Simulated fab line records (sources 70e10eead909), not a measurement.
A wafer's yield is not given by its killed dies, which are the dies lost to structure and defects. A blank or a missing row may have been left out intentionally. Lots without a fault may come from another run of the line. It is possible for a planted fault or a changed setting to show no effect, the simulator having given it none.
A struck lot beside a sound one ; flow nandHarc ; 15 steps out of a route of 1302
Sound: the wafers L132.1, L132.2, L132.5. Struck: wafer L140.6 (left out: L140.1, L140.5 of the same lot, which were not struck); the cause appears at the end.
Per side, at each step with rows, come the tool, then ch with its chambers, and then its first start. Under that, the readings that differ: sound wafers ; struck wafers ; difference of the means ; sigmas: that difference in standard deviations of wafers without a fault.
alike: readings with means less than 2 such deviations apart, plus words and numbers identical on both sides. not compared: withheld readings, readings lacking a value on some wafer, bounds such as >300 that could conceal the same value, and numbers that have no deviation in the record and whose values overlap.
A row with sigmas, a row that says differs or no value, or rows on one side alone: a step with any of these is where the two part. Numbers that have no deviation but don't overlap get no sigmas and don't part them. A reading missing from all wafers of one side parts the sides only when that side holds two or more wafers.

NHARC_A_SGD_CUT_INSPECT_11:
  struck on defectInspect-02, day 22 23:35; sound on defectInspect-02, day 19 16:32
reading;sound;struck;difference;sigmas
rawDefectCount;10 12 10;69;+58;+2
NHARC_A_SGD_CUT_DESCUM_14: chemistry O2, time 3 s.
  sound on rieDiel-05 ch 0,1, day 19 16:37; struck on rieDiel-05 ch 2, day 22 23:40
reading;sound;struck;difference;sigmas
rfVppV (V);56.9 59.6 57.4;60.0;+2.0;+2
  alike: chamberPressureMTorr, drypumpMotorCurrentA, oesProductAu, showerheadPlenumPTorr, throttleValvePct
  not compared: rfHoursCounterH
NHARC_A_SGD_CUT_ETCH_58: etches the open film in CF4, target depth 39 nm, time 65 s.
  sound on rieDiel-05 ch 0,1,3, day 19 16:42; struck on rieDiel-05 ch 0, day 22 23:44
  alike: biasW, chamberPressureMTorr, drypumpMotorCurrentA, oesProductAu, rfVppV, showerheadPlenumPTorr, throttleValvePct
  not compared: rfHoursCounterH
NHARC_A_SGD_CUT_ETCH_59: etches the open film in N2/H2, target depth 260 nm, time 406.25 s.
  sound: rieDiel-05 ch 1,3; struck: rieDiel-05 ch 3
  alike: biasW, chamberPressureMTorr, drypumpMotorCurrentA, oesProductAu, rfVppV, showerheadPlenumPTorr, throttleValvePct
  not compared: rfHoursCounterH
NHARC_A_SGD_CUT_ETCH_15: etches the open film in CH3F/O2, target depth 75 nm, time 64.3 s.
  sound: rieDiel-05 ch 0,3; struck: rieDiel-05 ch 3
reading;sound;struck;difference;sigmas
throttleValvePct (%);20.653 20.647 20.664;20.679;+0.024;+3
  alike: biasW, chamberPressureMTorr, drypumpMotorCurrentA, oesProductAu, rfVppV, showerheadPlenumPTorr
  not compared: rfHoursCounterH
NHARC_A_SGD_CUT_ETCH_16: etches the open film in C4F8/O2/Ar, target depth 310.5 nm, time 155.2 s.
  sound: rieDiel-05 ch 1,2,3; struck: rieDiel-05 ch 3
  alike: biasW, chamberPressureMTorr, oesProductAu, rfVppV
  not compared: rfHoursCounterH
then, 6 steps without rows for these wafers: NHARC_A_SGD_CUT_STRIP_60 (strips in C4F8/O2/Ar); NHARC_A_SGD_CUT_STRIP_17 (strips in O2); NHARC_A_SGD_CUT_PRECLEAN_18 (cleans in SC1); NHARC_A_SGD_CUT_SRD_19; NHARC_A_SGD_CUT_DEP_20 (deposits SiO2, target thk 150 nm); NHARC_A_SGD_CUT_ANNEAL_27 (time 1800 s).
NHARC_A_SGD_CUT_CMP_21: polishes, target thk 148.19 nm.
  sound on cmp-01 ch 1,2,3, day 19 23:41; struck on cmp-03 ch 1, day 23 05:16
reading;sound;struck;difference;sigmas
timeToEndpointS (s);49.7 53.2 54.3;30.7;-21.7;-7
  alike: motorCurrentA, slurryFilterDpKPa
NHARC_A_SGD_CUT_THK_MEAS_22: measures by ellipsometry.
  struck on filmMetro-02, day 23 05:31; sound on filmMetro-01, day 19 23:55
  alike: thkNm
NHARC_END_SORT_01:
  the record has rows for the sound wafers here (prober-02 ch 0, day 25 02:38) and none for the struck ones

## WHERE THEY PART
At NHARC_A_SGD_CUT_INSPECT_11 first; at NHARC_END_SORT_01 last (within this record only).

WHY: the cause the simulator had injected
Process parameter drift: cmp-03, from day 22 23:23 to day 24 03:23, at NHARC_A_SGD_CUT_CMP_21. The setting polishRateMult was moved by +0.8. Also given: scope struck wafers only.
